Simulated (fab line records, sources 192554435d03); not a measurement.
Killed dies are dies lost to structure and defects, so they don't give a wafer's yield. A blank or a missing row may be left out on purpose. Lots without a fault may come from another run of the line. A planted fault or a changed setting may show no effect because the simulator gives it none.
Which tool did it? | flow n5_finfet | 24 lots, 72 wafers sampled, at 6 steps of a route of 1938

WHAT THE GAUGES READ, wafer by wafer
N5_MOL_CONTACT_COAG_CD_MEAS_137: target cd 16 nm.
lot  | measured     | on        | cd_nm (nm)
L074 | day 5 03:54  | cd_sem-03 | 16.5 16.1 16.1
L075 | day 5 10:10  | cd_sem-02 | 16.4 16.3 16.1
L076 | day 5 18:10  | cd_sem-02 | 15.9 16.5 15.6
L077 | day 6 02:31  | cd_sem-03 | 16.8 15.5 15.7
L078 | day 6 03:31  | cd_sem-02 | 16.0 15.8 15.8
L079 | day 6 16:28  | cd_sem-03 | 16.0 16.1 16.4
L080 | day 6 20:34  | cd_sem-02 | 15.9 16.1 15.9
L081 | day 7 00:46  | cd_sem-03 | 15.8 16.4 15.6
L082 | day 7 04:56  | cd_sem-02 | 15.1 16.0 16.4
L083 | day 7 09:41  | cd_sem-03 | 16.0 16.5 16.4
L084 | day 7 20:14  | cd_sem-02 | 15.8 16.2 16.1
L085 | day 7 22:08  | cd_sem-03 | 16.2 16.5 15.8
L086 | day 8 06:17  | cd_sem-03 | 16.2 15.5 16.4
L087 | day 8 13:12  | cd_sem-01 | 15.8 16.2 15.7
L088 | day 8 16:58  | cd_sem-03 | 15.6 15.4 15.7
L089 | day 8 22:31  | cd_sem-01 | 16.2 16.6 15.8
L090 | day 9 02:37  | cd_sem-02 | 15.7 15.8 15.8
L091 | day 9 10:53  | cd_sem-02 | 16.2 15.6 15.6
L093 | day 9 22:01  | cd_sem-03 | 15.8 15.8 15.7
L094 | day 10 06:15 | cd_sem-01 | 16.1 15.7 15.7
L092 | day 10 06:22 | cd_sem-03 | 16.9 16.0 16.4
L095 | day 10 10:00 | cd_sem-02 | 16.2 15.6 15.7
L096 | day 10 16:42 | cd_sem-01 | 15.9 16.6 15.8
L097 | day 10 23:17 | cd_sem-01 | 16.2 16.6 16.0

N5_MOL_CONTACT_COAG_INSPECT_97: inspects for defects (darkfield).
lot  | measured     | on                | raw_defect_count
L074 | day 5 09:28  | defect_inspect-02 | 43 78 40
L075 | day 5 15:19  | defect_inspect-01 | 37 46 22
L076 | day 6 00:02  | defect_inspect-01 | 79 74 74
L077 | day 6 08:41  | defect_inspect-01 | 20 39 28
L078 | day 6 11:44  | defect_inspect-01 | 39 37 60
L079 | day 6 22:32  | defect_inspect-02 | 56 89 36
L080 | day 7 02:52  | defect_inspect-02 | 30 22 28
L081 | day 7 06:16  | defect_inspect-02 | 37 68 52
L082 | day 7 10:03  | defect_inspect-02 | 22 34 21
L083 | day 7 15:11  | defect_inspect-02 | 35 51 42
L084 | day 8 01:31  | defect_inspect-01 | 43 79 64
L085 | day 8 04:33  | defect_inspect-01 | 34 25 43
L086 | day 8 11:23  | defect_inspect-02 | 45 48 71
L087 | day 8 19:03  | defect_inspect-02 | 40 62 114
L088 | day 8 22:10  | defect_inspect-02 | 92 39 29
L089 | day 9 03:38  | defect_inspect-02 | 54 36 36
L090 | day 9 07:49  | defect_inspect-02 | 55 106 58
L091 | day 10 03:29 | defect_inspect-02 | 29 26 58
L093 | day 10 03:29 | defect_inspect-01 | 13 30 29
L094 | day 10 11:42 | defect_inspect-02 | 48 38 41
L092 | day 10 14:40 | defect_inspect-01 | 40 45 56
L095 | day 10 17:42 | defect_inspect-01 | 53 59 55
L096 | day 10 22:02 | defect_inspect-01 | 39 32 42
L097 | day 11 04:35 | defect_inspect-01 | 25 36 37

N5_BEOL_M0_SAQP_THK_MEAS_05.
lot  | measured     | on            | thk_nm (nm)
L074 | day 5 10:59  | film_metro-02 | 59.5 60.2 60.7
L075 | day 5 16:11  | film_metro-01 | 59.8 59.6 59.8
L076 | day 6 02:24  | film_metro-01 | 61.1 61.2 62.1
L077 | day 6 11:17  | film_metro-01 | 61.5 62.4 62.6
L078 | day 6 13:23  | film_metro-02 | 58.9 59.9 61.1
L079 | day 6 23:57  | film_metro-01 | 59.4 59.2 60.7
L080 | day 7 04:50  | film_metro-01 | 60.5 61.3 60.5
L081 | day 7 08:27  | film_metro-01 | 60.0 58.9 60.2
L082 | day 7 13:16  | film_metro-01 | 61.5 60.8 61.8
L083 | day 7 17:26  | film_metro-02 | 61.6 62.1 61.7
L084 | day 8 02:44  | film_metro-02 | 59.5 59.9 61.0
L085 | day 8 07:07  | film_metro-01 | 59.3 59.8 60.2
L086 | day 8 12:48  | film_metro-01 | 60.9 59.5 61.1
L087 | day 8 21:07  | film_metro-01 | 58.9 59.4 59.6
L088 | day 9 00:37  | film_metro-02 | 60.6 61.4 62.5
L089 | day 9 05:30  | film_metro-02 | 59.8 60.2 60.7
L090 | day 9 09:28  | film_metro-01 | 60.8 60.4 61.6
L091 | day 10 05:31 | film_metro-02 | 60.9 60.3 61.7
L093 | day 10 05:20 | film_metro-02 | 59.4 60.0 59.7
L094 | day 10 12:53 | film_metro-02 | 59.5 61.5 60.9
L092 | day 10 16:19 | film_metro-01 | 58.6 59.4 61.5
L095 | day 10 18:50 | film_metro-01 | 59.2 59.4 60.4
L096 | day 11 00:58 | film_metro-02 | 59.4 59.9 61.0
L097 | day 11 06:20 | film_metro-02 | 59.4 59.3 60.3

WHICH TOOL RAN EACH LOT (tool, then ch and the chambers of the sampled wafers, then the start)
lot  | N5_MOL_CONTACT_COAG_ETCH_124       | N5_MOL_CONTACT_COAG_CMP_52    | N5_BEOL_M0_SAQP_PECVD_04
L074 | rie_diel-01 ch 1,2, day 5 05:17    | cmp-01 ch 0,1,3, day 5 06:05  | pecvd-02 ch 0,1,2, day 5 10:53
L075 | rie_diel-02 ch 0,1,2, day 5 11:11  | cmp-01 ch 0,1,3, day 5 12:00  | pecvd-02 ch 0,1,2, day 5 16:05
L076 | rie_diel-01 ch 0,3, day 5 19:52    | cmp-03 ch 2,3, day 5 20:38    | pecvd-03 ch 1,2, day 6 02:19
L077 | rie_diel-02 ch 0,1,3, day 6 04:33  | cmp-01 ch 0,2,3, day 6 05:22  | pecvd-03 ch 0,2, day 6 11:11
L078 | rie_diel-04 ch 0,3, day 6 05:29    | cmp-01 ch 0,1,2, day 6 06:20  | pecvd-02 ch 0,1, day 6 13:17
L079 | rie_diel-02 ch 1,2, day 6 18:23    | cmp-01 ch 0,1, day 6 19:12    | pecvd-01 ch 1,2, day 6 23:51
L080 | rie_diel-01 ch 0,1,3, day 6 22:38  | cmp-02 ch 0,2,3, day 6 23:32  | pecvd-03 ch 0,1,2, day 7 04:45
L081 | rie_diel-01 ch 1,2,3, day 7 02:07  | cmp-02 ch 0,2, day 7 02:54    | pecvd-03 ch 0,1, day 7 08:22
L082 | rie_diel-02 ch 0,3, day 7 05:53    | cmp-03 ch 0,1,3, day 7 06:46  | pecvd-03 ch 0,1,2, day 7 13:13
L083 | rie_diel-01 ch 0,1,3, day 7 11:02  | cmp-03 ch 0,1,2, day 7 11:48  | pecvd-03 ch 0,1,2, day 7 17:21
L084 | rie_diel-02 ch 1,2,3, day 7 21:21  | cmp-03 ch 0,1,3, day 7 22:14  | pecvd-02 ch 0,1, day 8 02:38
L085 | rie_diel-02 ch 0,1,3, day 7 23:12  | cmp-02 ch 0,1,3, day 7 23:58  | pecvd-01 ch 1,2, day 8 07:01
L086 | rie_diel-01 ch 0,2,3, day 8 07:14  | cmp-01 ch 0,1,3, day 8 08:02  | pecvd-03 ch 0,1,2, day 8 12:42
L087 | rie_diel-02 ch 0,1,2, day 8 14:36  | cmp-02 ch 0,3, day 8 15:42    | pecvd-01 ch 0,1, day 8 20:59
L088 | rie_diel-02 ch 0,2, day 8 18:02    | cmp-02 ch 0,1,2, day 8 18:51  | pecvd-03 ch 0,2, day 9 00:31
L089 | rie_diel-01 ch 0,1, day 8 23:28    | cmp-02 ch 0,2, day 9 00:16    | pecvd-01 ch 0,1, day 9 05:24
L090 | rie_diel-02 ch 0,2,3, day 9 03:41  | cmp-02 ch 1,3, day 9 04:29    | pecvd-03 ch 0,1, day 9 09:23
L091 | rie_diel-02 ch 0,1,3, day 9 12:00  | cmp-03 ch 1,2,3, day 9 12:47  | pecvd-03 ch 0,1, day 10 05:23
L093 | rie_diel-01 ch 1,2,3, day 9 23:08  | cmp-02 ch 1,2, day 9 23:58    | pecvd-01 ch 0,1, day 10 05:14
L094 | rie_diel-02 ch 0,1,3, day 10 07:32 | cmp-02 ch 0,1,2, day 10 08:19 | pecvd-03 ch 0,1, day 10 12:47
L092 | rie_diel-01 ch 0,1,3, day 10 07:39 | cmp-03 ch 0,3, day 10 08:25   | pecvd-03 ch 0,1,2, day 10 16:13
L095 | rie_diel-02 ch 1,2,3, day 10 11:12 | cmp-02 ch 0,1,3, day 10 12:03 | pecvd-02 ch 1,2, day 10 18:45
L096 | rie_diel-02 ch 1,3, day 10 17:54   | cmp-03 ch 0,1,2, day 10 18:45 | pecvd-02 ch 0,1,2, day 11 00:52
L097 | rie_diel-04 ch 0,1,3, day 11 00:27 | cmp-01 ch 0,2,3, day 11 01:16 | pecvd-01 ch 0,1,2, day 11 06:14
- N5_MOL_CONTACT_COAG_ETCH_124: etches SiNx in CH3F/O2, stops on SiOC, target depth 6.5 nm.
- N5_MOL_CONTACT_COAG_CMP_52: polishes, stops on SiO2, t overpolish 1.5 s, target thk 66.5 nm.
- N5_BEOL_M0_SAQP_PECVD_04: deposits a-Si from SiH4/He, target thk 60 nm, time 60.2 s.

WHAT THE TOOLS THEMSELVES READ (means of the sampled wafers that have a number; where no wafer has one, the mark that the record gives instead)
N5_MOL_CONTACT_COAG_ETCH_124.
lot  | tool        | drypump_motor_current_A (A) | mfc_ar_sccm (sccm) | oes_product_au (a.u.) | rf_fwd_power_W (W) | rf_vpp_V (V) | showerhead_plenum_p_Torr (Torr) | throttle_valve_pct (%)
L074 | rie_diel-01 | 5.2                         | 150.5              | 0.62                  | 390.6              | 298          | 1.93                            | 16.44
L075 | rie_diel-02 | 5.7                         | 150.4              | 0.69                  | 392.0              | 292          | 1.97                            | 16.38
L076 | rie_diel-01 | 6.2                         | 149.9              | 0.72                  | 392.4              | 294          | 1.95                            | 16.24
L077 | rie_diel-02 | 5.8                         | 150.0              | 0.65                  | 391.6              | 299          | 2.01                            | 16.28
L078 | rie_diel-04 | 5.9                         | 150.2              | 0.76                  | 389.5              | 299          | 2.00                            | 16.24
L079 | rie_diel-02 | 6.0                         | 150.1              | 0.69                  | 391.7              | 290          | 1.94                            | 16.40
L080 | rie_diel-01 | 5.8                         | 149.9              | 0.67                  | 391.9              | 295          | 1.93                            | 16.36
L081 | rie_diel-01 | 5.6                         | 150.0              | 0.64                  | 390.5              | 300          | 1.94                            | 16.37
L082 | rie_diel-02 | 5.7                         | 149.6              | 0.64                  | 392.3              | 303          | 2.07                            | 16.16
L083 | rie_diel-01 | 5.8                         | 150.1              | 0.65                  | 391.5              | 296          | 1.92                            | 16.37
L084 | rie_diel-02 | 5.9                         | 150.5              | 0.68                  | 391.0              | 294          | 1.99                            | 16.29
L085 | rie_diel-02 | 5.8                         | 150.3              | 0.64                  | 391.3              | 300          | 2.00                            | 16.31
L086 | rie_diel-01 | 6.0                         | 150.2              | 0.68                  | 392.6              | 298          | 1.97                            | 16.28
L087 | rie_diel-02 | 5.7                         | 150.3              | 0.66                  | 390.5              | 292          | 1.96                            | 16.43
L088 | rie_diel-02 | 5.4                         | 150.0              | 0.65                  | 391.9              | 293          | 1.98                            | 16.44
L089 | rie_diel-01 | 5.4                         | 149.6              | 0.77                  | 390.3              | 296          | 2.07                            | 16.20
L090 | rie_diel-02 | 5.6                         | 150.2              | 0.66                  | 392.3              | 295          | 2.01                            | 16.31
L091 | rie_diel-02 | 5.7                         | 149.6              | 0.63                  | 391.8              | 298          | 2.00                            | 16.33
L093 | rie_diel-01 | 5.6                         | 149.4              | 0.69                  | 390.4              | 303          | 2.02                            | 16.26
L094 | rie_diel-02 | 5.7                         | 149.8              | 0.63                  | 391.9              | 299          | 2.00                            | 16.34
L092 | rie_diel-01 | 5.8                         | 150.0              | 0.70                  | 390.7              | 298          | 2.00                            | 16.27
L095 | rie_diel-02 | 5.9                         | 150.2              | 0.67                  | 392.6              | 294          | 1.99                            | 16.32
L096 | rie_diel-02 | 6.0                         | 150.2              | 0.64                  | 392.9              | 300          | 2.03                            | 16.21
L097 | rie_diel-04 | 5.7                         | 150.4              | 0.69                  | 390.2              | 298          | 1.97                            | 16.34

N5_MOL_CONTACT_COAG_CMP_52.
lot  | tool   | motor_current_A (A) | overpolish_run_s (s) | time_to_endpoint_s (s)
L074 | cmp-01 | 12.9                | 1.506                | 15.0
L075 | cmp-01 | 12.8                | 1.503                | 15.4
L076 | cmp-03 | 11.1                | 1.498                | 14.4
L077 | cmp-01 | 11.8                | 1.498                | 16.1
L078 | cmp-01 | 12.7                | 1.499                | 13.9
L079 | cmp-01 | 12.8                | 1.501                | 9.6
L080 | cmp-02 | 13.3                | 1.501                | 14.1
L081 | cmp-02 | 13.6                | 1.498                | 12.0
L082 | cmp-03 | 12.9                | 1.497                | 14.1
L083 | cmp-03 | 12.2                | 1.499                | 13.1
L084 | cmp-03 | 12.8                | 1.503                | 13.0
L085 | cmp-02 | 12.8                | 1.494                | 12.9
L086 | cmp-01 | 12.9                | 1.503                | 9.9
L087 | cmp-02 | 13.1                | 1.504                | 14.0
L088 | cmp-02 | 12.8                | 1.499                | 13.0
L089 | cmp-02 | 13.5                | 1.497                | 12.0
L090 | cmp-02 | 12.4                | 1.500                | 13.0
L091 | cmp-03 | 12.5                | 1.490                | 12.3
L093 | cmp-02 | 12.3                | 1.499                | 11.1
L094 | cmp-02 | 13.3                | 1.494                | 10.9
L092 | cmp-03 | 12.1                | 1.496                | 13.8
L095 | cmp-02 | 12.8                | 1.500                | 10.4
L096 | cmp-03 | 12.3                | 1.499                | 12.1
L097 | cmp-01 | 11.7                | 1.496                | 12.3

N5_BEOL_M0_SAQP_PECVD_04.
lot  | tool     | chamber_pressure_Torr (Torr) | heater_power_w (W) | rf_fwd_power_W (W) | showerhead_plenum_p_Torr (Torr) | throttle_valve_pct (%)
L074 | pecvd-02 | 3.001                        | 558                | 99.5               | 5.65                            | 17.6
L075 | pecvd-02 | 2.998                        | 557                | 99.2               | 5.65                            | 17.8
L076 | pecvd-03 | 2.998                        | 625                | 99.3               | 5.64                            | 18.9
L077 | pecvd-03 | 2.998                        | 635                | 98.9               | 5.69                            | 18.8
L078 | pecvd-02 | 2.997                        | 530                | 99.7               | 5.61                            | 18.3
L079 | pecvd-01 | 2.998                        | 640                | 99.1               | 5.67                            | 17.4
L080 | pecvd-03 | 3.003                        | 645                | 99.5               | 5.65                            | 18.2
L081 | pecvd-03 | 3.005                        | 625                | 99.5               | 5.62                            | 17.6
L082 | pecvd-03 | 3.002                        | 621                | 99.3               | 5.67                            | 18.2
L083 | pecvd-03 | 2.997                        | 614                | 99.4               | 5.65                            | 18.2
L084 | pecvd-02 | 2.996                        | 509                | 99.7               | 5.63                            | 18.8
L085 | pecvd-01 | 2.996                        | 628                | 99.2               | 5.66                            | 17.4
L086 | pecvd-03 | 3.009                        | 626                | 99.6               | 5.66                            | 18.3
L087 | pecvd-01 | 2.995                        | 659                | 99.5               | 5.69                            | 18.3
L088 | pecvd-03 | 3.001                        | 640                | 99.4               | 5.71                            | 18.2
L089 | pecvd-01 | 3.002                        | 713                | 99.7               | 5.68                            | 18.7
L090 | pecvd-03 | 2.995                        | 637                | 99.4               | 5.67                            | 17.6
L091 | pecvd-03 | 2.996                        | 621                | 99.5               | 5.67                            | 17.6
L093 | pecvd-01 | 2.990                        | 659                | 99.6               | 5.68                            | 18.8
L094 | pecvd-03 | 2.999                        | 639                | 99.2               | 5.68                            | 17.5
L092 | pecvd-03 | 2.998                        | 612                | 98.8               | 5.65                            | 17.4
L095 | pecvd-02 | 3.001                        | 550                | 99.3               | 5.68                            | 17.0
L096 | pecvd-02 | 3.003                        | 560                | 99.2               | 5.66                            | 17.9
L097 | pecvd-01 | 3.000                        | 633                | 99.4               | 5.68                            | 17.8

THE ANSWER, worked out from the rows above alone
Rule: what is usual is taken from the lots themselves. Put in order of their means at a reading, lots are off if they are a third of the lots or fewer, leave a main group of 4 or more, and stand apart from it by a gap of 3 or more times the standard deviation of the main group's means; of several such gaps the widest counts. A main group whose means are all the same, to the digits that the tables above print for the reading, isn't used. A lot without any number at a reading at which 4 lots or more have one is off too. The other lots that the step has rows for count as sound. The gauges are gone through in route order, then the tools' own readings, and for those a lot's mean is taken as printed above. The first step at which some lot is off is used, and at that step the reading that is off furthest; a lot without a number counts as furthest.
No lot is off at any reading shown: from this, nothing can be told.

WHAT THE SIMULATOR HAD PUT IN
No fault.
